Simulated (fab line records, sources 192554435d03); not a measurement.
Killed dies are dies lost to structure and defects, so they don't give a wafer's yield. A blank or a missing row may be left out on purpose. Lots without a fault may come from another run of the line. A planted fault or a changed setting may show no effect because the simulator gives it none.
Split-lot experiment | flow n5_finfet | 7 lots, 21 wafers read, on a route of 1938 steps

THE SPLIT
At N5_SD_EPI_N_ETCH_35 (etches SOC in N2/H2, overetch 108 nm, time 486 s), the setting time_s was moved away from the recipe's 486 s on 3 of the 21 wafers read, by -17.5% to +15.0%. The other wafers ran this setting at the recipe's value.

The reading is taken at the split's own step.

THE READING
SiARC_of_SD_EPI_N_COAT_33.thk_nm (the simulator's own value, which no gauge read), in nm, at N5_SD_EPI_N_ETCH_35 (etches SOC in N2/H2, overetch 108 nm, time 486 s). The file gives no usual value for it. The 18 wafers here that ran the recipe average 19.8 nm, standard deviation 0.26 nm.

wafer  | tool, chamber at the split | time_s as run, s | against the recipe | SiARC_of_SD_EPI_N_COAT_33.thk_nm, nm | against lot-mates on the recipe
L075.1 | rie_diel-02, 1             | 559              | +15.0%             | 17.8                                 | -2.1
L075.2 | rie_diel-02, 3             | 486              | recipe             | 19.8                                 | -
L075.6 | rie_diel-02, 1             | 486              | recipe             | 20                                   | -
L076.2 | rie_diel-02, 3             | 486              | recipe             | 19.8                                 | -
L076.4 | rie_diel-02, 0             | 486              | recipe             | 20.2                                 | -
L076.5 | rie_diel-02, 3             | 486              | recipe             | 20                                   | -
L079.1 | rie_diel-05, 3             | 486              | recipe             | 19.4                                 | -
L079.3 | rie_diel-05, 1             | 486              | recipe             | 20                                   | -
L079.6 | rie_diel-05, 0             | 486              | recipe             | 19.6                                 | -
L081.2 | rie_diel-05, 3,2           | 486              | recipe             | 19.6                                 | -
L081.3 | rie_diel-05, 3,2           | 486              | recipe             | 19.6                                 | -
L081.5 | rie_diel-05, 1             | 486              | recipe             | 20.2                                 | -
L088.3 | rie_diel-05, 2             | 486              | recipe             | 19.6                                 | -
L088.5 | rie_diel-05, 2             | 486              | recipe             | 19.6                                 | -
L088.6 | rie_diel-05, 1             | 486              | recipe             | 20                                   | -
L089.1 | rie_diel-01, 1             | 486              | recipe             | 19.4                                 | -
L089.4 | rie_diel-01, 3             | 486              | recipe             | 20                                   | -
L089.6 | rie_diel-01, 1             | 406.8            | -16.3%             | 21.8                                 | +2.1
L093.1 | rie_diel-02, 2             | 486              | recipe             | 19.6                                 | -
L093.3 | rie_diel-02, 1             | 486              | recipe             | 20.2                                 | -
L093.4 | rie_diel-02, 0             | 400.8            | -17.5%             | 22.8                                 | +2.9
Where a row lists several chambers, the file gives one row for several wafers and doesn't say which wafer went through which chamber.

THE FIT
A straight line over all 21 wafers: SiARC_of_SD_EPI_N_COAT_33.thk_nm changes by -0.144 nm for each +1% of time_s; r = -0.95; the points scatter about the line by 0.29 nm.
The same after taking each lot's own level away (the mean of its wafers on the recipe; 21 wafers): -0.146 nm for each +1%; r = -0.97; scatter 0.25 nm.
On that fit, the largest move of time_s shifts the reading by 2.6 nm.
The lots' own levels span 19.67 to 20.00 nm, that is 1.3 times the standard deviation above.
So the lot-to-lot level changes the slope little: the two slopes agree.
Check: with one of the wafers moved furthest among these (-17.5%) left out of the fit, the line predicts +2.34 nm for it against its lot-mates. It came out at +2.9 nm against them.

OTHER SPLITS ON THESE WAFERS
These wafers also went through other splits before the reading. Each is held against what the fit with the lots' levels taken away leaves over:
other split on the same wafers | wafers away from the commonest value | r with SiARC_of_SD_EPI_N_COAT_33.thk_nm (lot level and that fit taken away)
N5_DUMMY_GATE_ETCH_37 source_w | 6                                    | +0.40

THE FILE'S OWN FIT
SiARC_of_SD_EPI_N_COAT_33.thk_nm changes by -0.146 nm for each +1% of time_s, r = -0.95.
